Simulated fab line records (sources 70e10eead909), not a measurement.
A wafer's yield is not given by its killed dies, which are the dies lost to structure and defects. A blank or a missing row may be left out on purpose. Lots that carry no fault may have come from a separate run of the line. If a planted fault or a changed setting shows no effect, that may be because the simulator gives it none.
What tool caused it?    flow nand_harc    72 wafers from 24 lots sampled at 4 of the route's 1159 steps

== WHAT EACH GAUGE READ, for each wafer ==
NHARC_A_SLIT_OVL_MEAS_10. Usual: overlay_x_nm 0.0 nm, standard deviation 0.86; overlay_y_nm -0.2 nm, standard deviation 0.82.
lot   measured      on          overlay_x_nm (nm)  overlay_y_nm (nm)  flag
L074  day 14 09:08  overlay-02  0.2 0.3 0.4        -0.5 -0.9 -0.7     
L075  day 14 08:46  overlay-02  -0.5 -0.8 -0.5     -0.5 -0.4 -0.4     
L076  day 15 01:52  overlay-02  0.7 0.9 1.1        -0.2 -0.3 -0.7     
L077  day 15 03:16  overlay-01  0.6 0.2 0.5        0.2 0.9 0.9        
L078  day 15 01:35  overlay-01  -0.2 -0.2 0.2      -0.6 0.4 -0.4      
L080  day 15 08:06  overlay-01  1.7 1.2 0.7        0.9 0.6 1.1        
L079  day 15 08:23  overlay-02  0.0 -0.2 -0.6      0.1 0.6 0.4        
L082  day 15 20:07  overlay-01  -0.5 -1.1 0.0      -0.5 0.0 -0.5      
L083  day 15 21:10  overlay-02  -1.8 -2.1 -2.1     -1.2 -0.9 -0.8     
L081  day 16 11:31  overlay-02  0.8 0.8 1.0        -1.0 -1.6 -1.7     
L085  day 16 19:28  overlay-01  -0.2 -1.0 -0.3     -1.5 -1.5 -1.6     
L084  day 16 19:44  overlay-01  0.2 0.6 0.4        0.9 1.0 0.8        
L086  day 17 09:10  overlay-02  -1.0 -1.1 -0.8     -0.4 -0.7 -0.7     
L087  day 17 07:51  overlay-02  -0.5 -0.2 -0.5     1.0 0.5 0.9        
L088  day 17 17:29  overlay-02  -0.2 0.0 -0.3      -1.5 -1.5 -1.1     
L089  day 17 17:39  overlay-02  0.6 1.0 0.3        -0.5 -0.1 -0.8     
L090  day 18 09:50  overlay-01  0.2 0.5 0.6        -0.4 -0.9 -0.2     
L091  day 18 11:05  overlay-02  1.6 1.1 1.6        -0.9 -1.1 -0.3     
L093  day 18 11:38  overlay-01  -0.2 -0.6 0.1      -1.4 -1.4 -1.1     
L092  day 18 13:08  overlay-02  -0.2 -0.4 -0.3     -0.9 -0.6 -1.2     
L094  day 18 21:15  overlay-01  -1.2 -1.0 -1.4     0.1 1.0 0.6        
L095  day 18 21:26  overlay-01  -0.4 0.0 -0.2      1.1 0.4 0.8        
L097  day 19 18:11  overlay-01  0.8 1.3 0.1        0.7 0.5 1.0        
L096  day 20 04:02  overlay-02  0.4 0.7 0.2        0.7 1.3 0.9        

== WHAT TOOL EACH LOT RAN ON (gives the tool, then ch and the chambers of the sampled wafers, and finally the start) ==
lot   NHARC_A_STAIRCASE_DEP_417        NHARC_A_STAIRCASE_ALD_420         NHARC_A_STAIRCASE_ETCHBACK_157
L074  pecvd-01 ch 1,2, day 12 04:21    ald_hk-02 ch 0,1,2, day 12 08:26  rie_diel-06 ch 0,2,3, day 13 21:54
L075  pecvd-02 ch 0,1, day 12 05:16    ald_hk-03 ch 2,3, day 12 08:50    rie_diel-06 ch 0,2,3, day 13 20:55
L076  pecvd-04 ch 0,2, day 12 12:56    ald_hk-03 ch 0,1,2, day 12 18:59  rie_diel-12 ch 0,1,3, day 14 12:12
L077  pecvd-02 ch 1,2, day 12 19:46    ald_hk-04 ch 0,2, day 12 23:29    rie_diel-08 ch 0,1,2, day 14 12:20
L078  pecvd-04 ch 0,2, day 12 22:07    ald_hk-03 ch 0,1,2, day 12 23:47  rie_diel-12 ch 0,2,3, day 14 12:46
L080  pecvd-04 ch 0,1, day 13 02:47    ald_hk-02 ch 0,1, day 13 06:28    rie_diel-08 ch 1,3, day 14 19:28
L079  pecvd-04 ch 0,2, day 13 03:10    ald_hk-03 ch 1,2, day 13 06:28    rie_diel-12 ch 1,2,3, day 14 19:47
L082  pecvd-02 ch 0,1,2, day 13 14:46  ald_hk-02 ch 1,3, day 13 18:36    rie_diel-08 ch 2,3, day 15 08:58
L083  pecvd-01 ch 1,2, day 13 17:25    ald_hk-04 ch 1,2, day 13 18:43    rie_diel-12 ch 1,2, day 15 08:49
L081  pecvd-02 ch 0,1, day 14 01:12    ald_hk-03 ch 0,1,3, day 14 04:59  rie_diel-12 ch 0,2,3, day 15 20:36
L085  pecvd-04 ch 0,1,2, day 14 12:47  ald_hk-04 ch 0,3, day 14 18:13    rie_diel-08 ch 1,2,3, day 16 08:46
L084  pecvd-01 ch 0,1, day 14 14:32    ald_hk-04 ch 0,3, day 14 19:01    rie_diel-08 ch 2,3, day 16 08:27
L086  pecvd-01 ch 0,1,2, day 15 02:55  ald_hk-04 ch 0,2,3, day 15 06:42  rie_diel-08 ch 0,2,3, day 16 18:23
L087  pecvd-01 ch 0,2, day 15 03:52    ald_hk-04 ch 0,1,3, day 15 07:49  rie_diel-06 ch 0,1,3, day 16 17:46
L088  pecvd-04 ch 0,1,2, day 15 10:58  ald_hk-03 ch 0,1,3, day 15 15:01  rie_diel-08 ch 0,2,3, day 17 03:44
L089  pecvd-01 ch 0,1,2, day 15 16:31  ald_hk-04 ch 0,2,3, day 15 20:38  rie_diel-06 ch 0,1,2, day 17 05:26
L090  pecvd-01 ch 0,1,2, day 16 05:05  ald_hk-04 ch 0,2,3, day 16 09:01  rie_diel-08 ch 0,1, day 17 22:26
L091  pecvd-01 ch 1,2, day 16 06:07    ald_hk-03 ch 1,2,3, day 16 09:01  rie_diel-06 ch 2,3, day 18 00:20
L093  pecvd-02 ch 0,1,2, day 16 08:16  ald_hk-04 ch 0,1,3, day 16 12:04  rie_diel-06 ch 0,1,3, day 17 22:41
L092  pecvd-01 ch 0,1,2, day 16 09:52  ald_hk-03 ch 1,2, day 16 12:03    rie_diel-08 ch 0,1,2, day 17 22:55
L094  pecvd-02 ch 1,2, day 16 19:33    ald_hk-03 ch 2,3, day 16 23:14    rie_diel-08 ch 0,1,2, day 18 09:46
L095  pecvd-01 ch 1,2, day 16 20:53    ald_hk-04 ch 0,3, day 16 23:24    rie_diel-08 ch 0,1,2, day 18 10:20
L097  pecvd-02 ch 0,1, day 17 11:43    ald_hk-03 ch 0,1,3, day 17 15:29  rie_diel-08 ch 0,3, day 19 04:52
L096  pecvd-02 ch 0,1,2, day 17 20:55  ald_hk-04 ch 1,2,3, day 18 00:56  rie_diel-06 ch 0,3, day 19 14:55
- NHARC_A_STAIRCASE_DEP_417: deposits Si3N4, target thk 60 nm.
- NHARC_A_STAIRCASE_ALD_420: deposits SiO2, target thk 20 nm, pulse time 6 s, ald cycles 200.
- NHARC_A_STAIRCASE_ETCHBACK_157: etches the open film in CH3F/O2, target depth 90 nm, time 167.14 s.

== WHAT THE TOOLS THEMSELVES READ (means of the sampled wafers that have a number; where no wafer has one, the mark that the record gives instead) ==
NHARC_A_STAIRCASE_DEP_417. Usual: 717 W for heater_power_w, sd 75.
lot   tool      heater_power_w (W)  flag
L074  pecvd-01  655                 
L075  pecvd-02  786                 
L076  pecvd-04  693                 
L077  pecvd-02  643                 
L078  pecvd-04  747                 
L080  pecvd-04  831                 
L079  pecvd-04  793                 
L082  pecvd-02  695                 
L083  pecvd-01  623                 
L081  pecvd-02  768                 
L085  pecvd-04  770                 
L084  pecvd-01  711                 
L086  pecvd-01  702                 
L087  pecvd-01  664                 
L088  pecvd-04  782                 
L089  pecvd-01  666                 
L090  pecvd-01  642                 
L091  pecvd-01  732                 
L093  pecvd-02  750                 
L092  pecvd-01  676                 
L094  pecvd-02  661                 
L095  pecvd-01  663                 
L097  pecvd-02  692                 
L096  pecvd-02  675                 

NHARC_A_STAIRCASE_ALD_420. Usual: heater_power_w 475 W, standard deviation 51; precursor_pulse_height_rel 1.000, standard deviation 0.02.
lot   tool       heater_power_w (W)  precursor_pulse_height_rel  flag
L074  ald_hk-02  475                 1.019                       
L075  ald_hk-03  476                 1.005                       
L076  ald_hk-03  470                 1.007                       
L077  ald_hk-04  467                 0.998                       
L078  ald_hk-03  472                 1.014                       
L080  ald_hk-02  438                 0.980                       
L079  ald_hk-03  464                 0.986                       
L082  ald_hk-02  462                 0.996                       
L083  ald_hk-04  464                 0.992                       
L081  ald_hk-03  413                 1.009                       
L085  ald_hk-04  526                 1.003                       
L084  ald_hk-04  516                 1.013                       
L086  ald_hk-04  497                 1.014                       
L087  ald_hk-04  516                 1.002                       
L088  ald_hk-03  426                 0.983                       
L089  ald_hk-04  491                 1.024                       
L090  ald_hk-04  494                 0.998                       
L091  ald_hk-03  442                 1.011                       
L093  ald_hk-04  509                 1.016                       
L092  ald_hk-03  482                 0.988                       
L094  ald_hk-03  418                 1.025                       
L095  ald_hk-04  531                 0.978                       
L097  ald_hk-03  426                 0.999                       
L096  ald_hk-04  482                 1.002                       

NHARC_A_STAIRCASE_ETCHBACK_157. Usual: drypump_motor_current_A 5.8 A (standard deviation 0.48); mfc_ar_sccm 200.0 sccm (standard deviation 0.62); o2_flow_sccm 29.99 sccm (standard deviation 0.085); oes_product_au 0.97 a.u. (standard deviation 0.031); rf_vpp_V 244.0 V (standard deviation 1.4); showerhead_plenum_p_Torr 2.44 Torr (standard deviation 0.093); throttle_valve_pct 20.662 % (standard deviation 0.0091).
lot   tool         drypump_motor_current_A (A)  mfc_ar_sccm (sccm)  o2_flow_sccm (sccm)  oes_product_au (a.u.)  rf_vpp_V (V)  showerhead_plenum_p_Torr (Torr)  throttle_valve_pct (%)  flag
L074  rie_diel-06  5.9                          200.6               29.96                1.00                   245.2         2.49                             20.668                  
L075  rie_diel-06  5.8                          199.7               29.99                0.92                   245.2         2.49                             20.666                  
L076  rie_diel-12  5.5                          199.7               30.02                0.95                   243.9         2.45                             20.662                  
L077  rie_diel-08  6.1                          200.7               29.97                1.00                   242.7         2.42                             20.666                  
L078  rie_diel-12  5.3                          200.0               30.01                1.00                   243.8         2.42                             20.671                  
L080  rie_diel-08  5.7                          199.8               29.98                0.99                   243.9         2.46                             20.653                  
L079  rie_diel-12  5.4                          199.8               29.98                0.99                   244.3         2.46                             20.656                  
L082  rie_diel-08  5.6                          199.7               29.95                1.00                   242.7         2.34                             20.658                  
L083  rie_diel-12  5.7                          199.4               30.00                0.95                   245.3         2.48                             20.662                  
L081  rie_diel-12  5.3                          200.2               29.96                0.92                   244.6         2.42                             20.661                  
L085  rie_diel-08  5.9                          200.0               29.97                1.00                   243.7         2.42                             20.665                  
L084  rie_diel-08  5.4                          199.6               29.96                0.96                   243.0         2.37                             20.668                  
L086  rie_diel-08  5.6                          199.8               29.92                0.94                   243.4         2.35                             20.669                  
L087  rie_diel-06  5.7                          199.5               30.03                0.92                   245.0         2.49                             20.672                  
L088  rie_diel-08  5.6                          200.1               29.94                0.97                   243.2         2.35                             20.671                  
L089  rie_diel-06  5.7                          200.1               29.95                0.97                   244.6         2.48                             20.674                  
L090  rie_diel-08  6.3                          199.8               29.96                0.96                   244.2         2.49                             20.663                  
L091  rie_diel-06  6.1                          201.2               30.07                1.00                   245.4         2.51                             20.653                  
L093  rie_diel-06  5.7                          200.2               29.96                0.99                   245.0         2.49                             20.661                  
L092  rie_diel-08  6.0                          199.8               30.02                0.92                   243.3         2.40                             20.661                  
L094  rie_diel-08  6.1                          200.4               30.05                0.93                   243.5         2.40                             20.657                  
L095  rie_diel-08  6.1                          200.0               30.05                1.01                   243.0         2.40                             20.662                  
L097  rie_diel-08  5.6                          199.9               29.92                0.93                   242.7         2.37                             20.662                  
L096  rie_diel-06  5.8                          199.7               29.89                1.00                   244.5         2.49                             20.654                  

== THE ANSWER, worked out from the rows above alone ==
Rule: take the mean of a lot's wafers that have a number; if it is more than 3 standard deviations from the usual mean, the lot is off. A lot without any number at a reading at which 4 lots or more have one is off too. All remaining lots with rows at the step are treated as sound. After the gauges, taken in route order, come the tools' own readings; for these a lot's mean is taken, as printed above. The first step at which some lot is off is used, and at that step the reading that is off furthest; a lot without a number counts as furthest.
No lot is off at any reading shown: from this, nothing can be told.

== WHAT THE SIMULATOR HAD INSERTED ==
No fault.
